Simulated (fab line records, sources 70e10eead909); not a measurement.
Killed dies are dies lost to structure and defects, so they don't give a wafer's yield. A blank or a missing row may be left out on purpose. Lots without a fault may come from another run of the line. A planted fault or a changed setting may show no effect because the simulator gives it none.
Which tool did it? | flow nand_harc | 6 lots, 17 wafers sampled, at 2 steps of a route of 1159

WHAT THE GAUGES READ, wafer by wafer
NHARC_A_CONTACT_CD_MEAS_15.
lot  | measured     | on        | cd_nm (nm)
L670 | day 17 05:37 | cd_sem-02 | 91.1 89.6 90.2
L672 | day 17 14:01 | cd_sem-02 | 90.2 90.2 89.5
L674 | day 18 11:09 | cd_sem-03 | 90.1 89.3 90.1
L676 | day 19 05:46 | cd_sem-01 | 89.3 90.3 89.4
L678 | day 19 12:23 | cd_sem-03 | 89.9 90.7 89.3
L688 | day 21 22:49 | cd_sem-03 | 90.4 89.9

WHICH TOOL RAN EACH LOT (tool, then ch and the chambers of the sampled wafers, then the start)
lot  | NHARC_A_CONTACT_ETCH_136
L670 | har_cap_etch-03 ch 0,1, day 17 04:38
L672 | har_cap_etch-02 ch 0,1, day 17 12:37
L674 | har_cap_etch-03 ch 0,1, day 18 10:11
L676 | har_cap_etch-03 ch 0,1, day 19 04:46
L678 | har_cap_etch-02 ch 0,1, day 19 10:58
L688 | har_cap_etch-01 ch 0,1, day 21 21:50
- NHARC_A_CONTACT_ETCH_136: etches the open film in C4F8/O2/Ar, time 132 s, target depth 1287 nm.

THE ANSWER, worked out from the rows above alone
Rule: what is usual is taken from the lots themselves. Put in order of their means at a reading, lots are off if they are a third of the lots or fewer, leave a main group of 4 or more, and stand apart from it by a gap of 3 or more times the standard deviation of the main group's means; of several such gaps the widest counts. A main group whose means are all the same, to the digits that the tables above print for the reading, isn't used. A lot without any number at a reading at which 4 lots or more have one is off too. The other lots that the step has rows for count as sound.
No lot is off at any reading shown: from this, nothing can be told.

WHAT THE SIMULATOR HAD PUT IN
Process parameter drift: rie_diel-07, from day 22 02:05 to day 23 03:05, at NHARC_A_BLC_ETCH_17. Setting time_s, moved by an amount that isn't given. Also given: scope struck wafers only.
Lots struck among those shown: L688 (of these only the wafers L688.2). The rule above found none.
